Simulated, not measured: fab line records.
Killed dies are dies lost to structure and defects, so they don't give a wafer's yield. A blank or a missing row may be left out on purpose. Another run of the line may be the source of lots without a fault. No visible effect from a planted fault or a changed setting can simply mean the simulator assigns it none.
Matching of chambers || flow n5Finfet || 4 sister chambers for N5_GATE_CUT_HM_OPEN_40 on rieDiel-06
The step chemistry C4F6/O2, target SiO2, target depth 139 nm, time 85.1 s. 8 wafers are shown with their chamber, then 7 later ones without.

WAFERS, EACH WITH ITS CHAMBER
{"wafer": "L075.6", "chamber": 2, "showerheadPlenumPTorr (Torr)": 2.96, "drypumpMotorCurrentA (A)": 4.8}
{"wafer": "L080.2", "chamber": 1, "showerheadPlenumPTorr (Torr)": 2.70, "drypumpMotorCurrentA (A)": 5.1}
{"wafer": "L080.6", "chamber": 0, "showerheadPlenumPTorr (Torr)": 2.78, "drypumpMotorCurrentA (A)": 5.4}
{"wafer": "L081.2", "chamber": 1, "showerheadPlenumPTorr (Torr)": 2.69, "drypumpMotorCurrentA (A)": 5.1}
{"wafer": "L081.4", "chamber": 3, "showerheadPlenumPTorr (Torr)": 2.75, "drypumpMotorCurrentA (A)": 5.3}
{"wafer": "L081.5", "chamber": 2, "showerheadPlenumPTorr (Torr)": 2.95, "drypumpMotorCurrentA (A)": 4.8}
{"wafer": "L085.3", "chamber": 3, "showerheadPlenumPTorr (Torr)": 2.74, "drypumpMotorCurrentA (A)": 5.3}
{"wafer": "L085.5", "chamber": 0, "showerheadPlenumPTorr (Torr)": 2.77, "drypumpMotorCurrentA (A)": 5.3}

WAFERS WITHOUT THEIR CHAMBER
{"wafer": "L085.6", "showerheadPlenumPTorr (Torr)": 2.74, "drypumpMotorCurrentA (A)": 5.3}
{"wafer": "L091.2", "showerheadPlenumPTorr (Torr)": 2.77, "drypumpMotorCurrentA (A)": 5.3}
{"wafer": "L091.4", "showerheadPlenumPTorr (Torr)": 2.77, "drypumpMotorCurrentA (A)": 5.3}
{"wafer": "L091.6", "showerheadPlenumPTorr (Torr)": 2.95, "drypumpMotorCurrentA (A)": 4.8}
{"wafer": "L092.2", "showerheadPlenumPTorr (Torr)": 2.74, "drypumpMotorCurrentA (A)": 5.3}
{"wafer": "L092.5", "showerheadPlenumPTorr (Torr)": 2.74, "drypumpMotorCurrentA (A)": 5.3}
{"wafer": "L092.6", "showerheadPlenumPTorr (Torr)": 2.77, "drypumpMotorCurrentA (A)": 5.4}

EACH ONE'S CHAMBER
{"wafer": "L085.6", "from the rows above": 3, "in truth": 3}
{"wafer": "L091.2", "from the rows above": "can't be placed: 0 or 3", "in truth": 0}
{"wafer": "L091.4", "from the rows above": "can't be placed: 0 or 3", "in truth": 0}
{"wafer": "L091.6", "from the rows above": 2, "in truth": 2}
{"wafer": "L092.2", "from the rows above": 3, "in truth": 3}
{"wafer": "L092.5", "from the rows above": 3, "in truth": 3}
{"wafer": "L092.6", "from the rows above": 0, "in truth": 0}
5 of 7 placed correctly. Unplaceable from these rows: 2, with the true chamber sitting among the candidates in 2. Wrongly placed: 0.
How it was worked out, from the rows above alone: a wafer's distance from a chamber is the root of the sum, over the readings, of the square of ((its reading less the chamber's mean) divided by the reading's scatter). If the next closest chamber is less than 2 further off than the closest, the wafer can't be placed; otherwise it belongs to the closest. A chamber's mean is the mean of its shown wafers. The scatter: the root of (the sum of the squares of (reading less its chamber's mean) over the shown wafers, divided by (wafers less chambers)).
